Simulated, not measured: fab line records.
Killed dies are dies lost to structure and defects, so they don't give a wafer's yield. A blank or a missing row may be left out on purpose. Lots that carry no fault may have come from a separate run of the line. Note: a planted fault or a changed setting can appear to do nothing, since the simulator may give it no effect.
Chamber matching :: flow n5 finfet :: 4 sister chambers for N5_BEOL_M0_SAQP_STRIP_108 on rie diel-06
The step strips in N2/H2. 16 wafers are shown with their chamber, then 8 later ones without.

## WAFERS, EACH WITH ITS CHAMBER
wafer: L077.2
chamber: 1
showerhead plenum p Torr (Torr): 3.31
drypump motor current A (A): 6.2
throttle valve pct (%): 18.6

wafer: L077.3
chamber: 3
showerhead plenum p Torr (Torr): 3.49
drypump motor current A (A): 5.6
throttle valve pct (%): 18.6

wafer: L077.6
chamber: 2
showerhead plenum p Torr (Torr): 3.52
drypump motor current A (A): 6.1
throttle valve pct (%): 18.4

wafer: L079.1
chamber: 1
showerhead plenum p Torr (Torr): 3.31
drypump motor current A (A): 6.2
throttle valve pct (%): 18.6

wafer: L079.4
chamber: 3
showerhead plenum p Torr (Torr): 3.49
drypump motor current A (A): 5.6
throttle valve pct (%): 18.6

wafer: L079.6
chamber: 3
showerhead plenum p Torr (Torr): 3.49
drypump motor current A (A): 5.6
throttle valve pct (%): 18.6

wafer: L080.2
chamber: 1
showerhead plenum p Torr (Torr): 3.31
drypump motor current A (A): 6.2
throttle valve pct (%): 18.6

wafer: L080.3
chamber: 0
showerhead plenum p Torr (Torr): 3.20
drypump motor current A (A): 5.7
throttle valve pct (%): 18.9

wafer: L080.6
chamber: 2
showerhead plenum p Torr (Torr): 3.52
drypump motor current A (A): 6.0
throttle valve pct (%): 18.4

wafer: L083.1
chamber: 2
showerhead plenum p Torr (Torr): 3.51
drypump motor current A (A): 6.0
throttle valve pct (%): 18.4

wafer: L083.3
chamber: 3
showerhead plenum p Torr (Torr): 3.49
drypump motor current A (A): 5.6
throttle valve pct (%): 18.7

wafer: L083.6
chamber: 1
showerhead plenum p Torr (Torr): 3.30
drypump motor current A (A): 6.2
throttle valve pct (%): 18.6

wafer: L085.4
chamber: 0
showerhead plenum p Torr (Torr): 3.20
drypump motor current A (A): 5.7
throttle valve pct (%): 18.9

wafer: L085.5
chamber: 2
showerhead plenum p Torr (Torr): 3.51
drypump motor current A (A): 6.0
throttle valve pct (%): 18.4

wafer: L085.6
chamber: 3
showerhead plenum p Torr (Torr): 3.49
drypump motor current A (A): 5.6
throttle valve pct (%): 18.7

wafer: L094.1
chamber: 1
showerhead plenum p Torr (Torr): 3.29
drypump motor current A (A): 6.2
throttle valve pct (%): 18.7

SIGNATURES (means of the wafers above)
reading: showerhead plenum p Torr
chamber 0: 3.2000
chamber 1: 3.3040
chamber 2: 3.5150
chamber 3: 3.4900
scatter within a chamber: 0.00592

reading: drypump motor current A
chamber 0: 5.700
chamber 1: 6.200
chamber 2: 6.025
chamber 3: 5.600
scatter within a chamber: 0.025

reading: throttle valve pct
chamber 0: 18.900
chamber 1: 18.620
chamber 2: 18.400
chamber 3: 18.640
scatter within a chamber: 0.0408
Rule: for a wafer and a chamber, the distance is found by dividing, reading by reading, the gap between the wafer's reading and the chamber's mean by the reading's scatter, squaring, summing and taking the root. The wafer belongs to the nearest chamber; if the next one is less than 2 further off, it can't be placed. The scatter: take each reading less its chamber's mean, square it, sum over the shown wafers, divide by the number of wafers less the number of chambers, and take the root.

## WAFERS WITH NO CHAMBER GIVEN
wafer: L094.5
showerhead plenum p Torr (Torr): 3.29
drypump motor current A (A): 6.2
throttle valve pct (%): 18.7

wafer: L094.6
showerhead plenum p Torr (Torr): 3.19
drypump motor current A (A): 5.6
throttle valve pct (%): 19.0

wafer: L096.1
showerhead plenum p Torr (Torr): 3.47
drypump motor current A (A): 5.6
throttle valve pct (%): 18.7

wafer: L096.2
showerhead plenum p Torr (Torr): 3.50
drypump motor current A (A): 6.0
throttle valve pct (%): 18.4

wafer: L096.5
showerhead plenum p Torr (Torr): 3.19
drypump motor current A (A): 5.6
throttle valve pct (%): 19.0

wafer: L095.2
showerhead plenum p Torr (Torr): 3.50
drypump motor current A (A): 6.0
throttle valve pct (%): 18.4

wafer: L095.3
showerhead plenum p Torr (Torr): 3.19
drypump motor current A (A): 5.6
throttle valve pct (%): 19.0

wafer: L095.5
showerhead plenum p Torr (Torr): 3.19
drypump motor current A (A): 5.6
throttle valve pct (%): 19.0

## EACH ONE'S CHAMBER
wafer: L094.5
from the rows above: 1
in truth: 1

wafer: L094.6
from the rows above: 0
in truth: 0

wafer: L096.1
from the rows above: 3
in truth: 3

wafer: L096.2
from the rows above: 2
in truth: 2

wafer: L096.5
from the rows above: 0
in truth: 0

wafer: L095.2
from the rows above: 2
in truth: 2

wafer: L095.3
from the rows above: 0
in truth: 0

wafer: L095.5
from the rows above: 0
in truth: 0
8 of 8 placed correctly. Left unplaced by these rows: 0. Number placed wrongly: 0.
